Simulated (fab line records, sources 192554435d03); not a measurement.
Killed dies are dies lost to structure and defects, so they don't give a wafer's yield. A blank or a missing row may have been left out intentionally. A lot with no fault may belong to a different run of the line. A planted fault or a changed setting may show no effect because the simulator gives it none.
Which tool did it? :: flow n5 finfet :: 10 lots, 30 wafers sampled, at 3 steps of a route of 1938

## WHAT THE GAUGES READ, wafer by wafer
N5_BEOL_M11_RS_MEAS_57: a four-point-probe measurement.
lot: L756
measured: day 11 15:20
on: film metro-02
M11_RS (ohm/sq): 0.148 0.145 0.145

lot: L754
measured: day 11 22:43
on: film metro-02
M11_RS (ohm/sq): 0.153 0.160 0.151

lot: L758
measured: day 12 05:44
on: film metro-01
M11_RS (ohm/sq): 0.150 0.149 0.158

lot: L759
measured: day 13 20:07
on: film metro-01
M11_RS (ohm/sq): 0.151 0.156 0.152

lot: L764
measured: day 13 22:05
on: film metro-02
M11_RS (ohm/sq): 0.153 0.150 0.149

lot: L769
measured: day 14 19:07
on: film metro-01
M11_RS (ohm/sq): 0.160 0.152 0.148

lot: L766
measured: day 15 14:08
on: film metro-02
M11_RS (ohm/sq): 0.161 0.158 0.146

lot: L767
measured: day 15 14:18
on: film metro-02
M11_RS (ohm/sq): 0.151 0.148 0.147

lot: L768
measured: day 15 15:44
on: film metro-01
M11_RS (ohm/sq): 0.150 0.158 0.144

lot: L773
measured: day 17 08:08
on: film metro-02
M11_RS (ohm/sq): 0.152 0.161 0.148

## EACH LOT AND THE TOOL THAT RAN IT (in order: tool; ch and the chambers of the sampled wafers; start)
lot: L756
N5_BEOL_M11_ETCH_41: rie diel-06 ch 2,3, day 11 12:05 or earlier
N5_BEOL_M11_PRE_CLEAN_45: pvd sputter-02, day 11 12:05

lot: L754
N5_BEOL_M11_ETCH_41: rie diel-02 ch 1,2,3, day 11 19:17 or earlier
N5_BEOL_M11_PRE_CLEAN_45: pvd sputter-01, day 11 19:17

lot: L758
N5_BEOL_M11_ETCH_41: rie diel-02 ch 0,1,2, day 12 04:04 or earlier
N5_BEOL_M11_PRE_CLEAN_45: pvd sputter-01, day 12 04:04

lot: L759
N5_BEOL_M11_ETCH_41: rie diel-02 ch 0,1,3, day 13 17:38 or earlier
N5_BEOL_M11_PRE_CLEAN_45: pvd sputter-01, day 13 17:38

lot: L764
N5_BEOL_M11_ETCH_41: rie diel-02 ch 0,3, day 13 18:58 or earlier
N5_BEOL_M11_PRE_CLEAN_45: pvd sputter-02, day 13 18:58

lot: L769
N5_BEOL_M11_ETCH_41: rie diel-05 ch 0,1,3, day 14 16:59 or earlier
N5_BEOL_M11_PRE_CLEAN_45: pvd sputter-01, day 14 16:59

lot: L766
N5_BEOL_M11_ETCH_41: rie diel-02 ch 1,2,3, day 15 10:26 or earlier
N5_BEOL_M11_PRE_CLEAN_45: pvd sputter-02, day 15 10:26

lot: L767
N5_BEOL_M11_ETCH_41: rie diel-05 ch 0,2,3, day 15 10:47 or earlier
N5_BEOL_M11_PRE_CLEAN_45: pvd sputter-02, day 15 10:47

lot: L768
N5_BEOL_M11_ETCH_41: rie diel-05 ch 0,1,2, day 15 13:56 or earlier
N5_BEOL_M11_PRE_CLEAN_45: pvd sputter-03, day 15 13:56

lot: L773
N5_BEOL_M11_ETCH_41: rie diel-06 ch 1,2,3, day 17 06:23 or earlier
N5_BEOL_M11_PRE_CLEAN_45: pvd sputter-01, day 17 06:23
- N5_BEOL_M11_ETCH_41: etches SiCN in CH3F/O2, target depth 42.6 nm, time 86 s.
- N5_BEOL_M11_PRE_CLEAN_45: time 30 s.

## THE ANSWER, worked out from the rows above alone
Rule: the usual values come from the lots themselves. The widest of any qualifying gaps counts: lots, ordered by their means at a reading, are off when they make up no more than a third of the lots, leave a main group of 4 or more, and stand apart from it by 3 or more times the standard deviation of that group's means. A main group is skipped when, at the precision printed for the reading in the tables above, its means are all equal. A lot without any number at a reading at which 4 lots or more have one is off too. Any other lot the step has rows for is counted as sound.
None of the lots is off at any reading shown; this tells nothing.

## WHAT THE SIMULATOR PUT IN
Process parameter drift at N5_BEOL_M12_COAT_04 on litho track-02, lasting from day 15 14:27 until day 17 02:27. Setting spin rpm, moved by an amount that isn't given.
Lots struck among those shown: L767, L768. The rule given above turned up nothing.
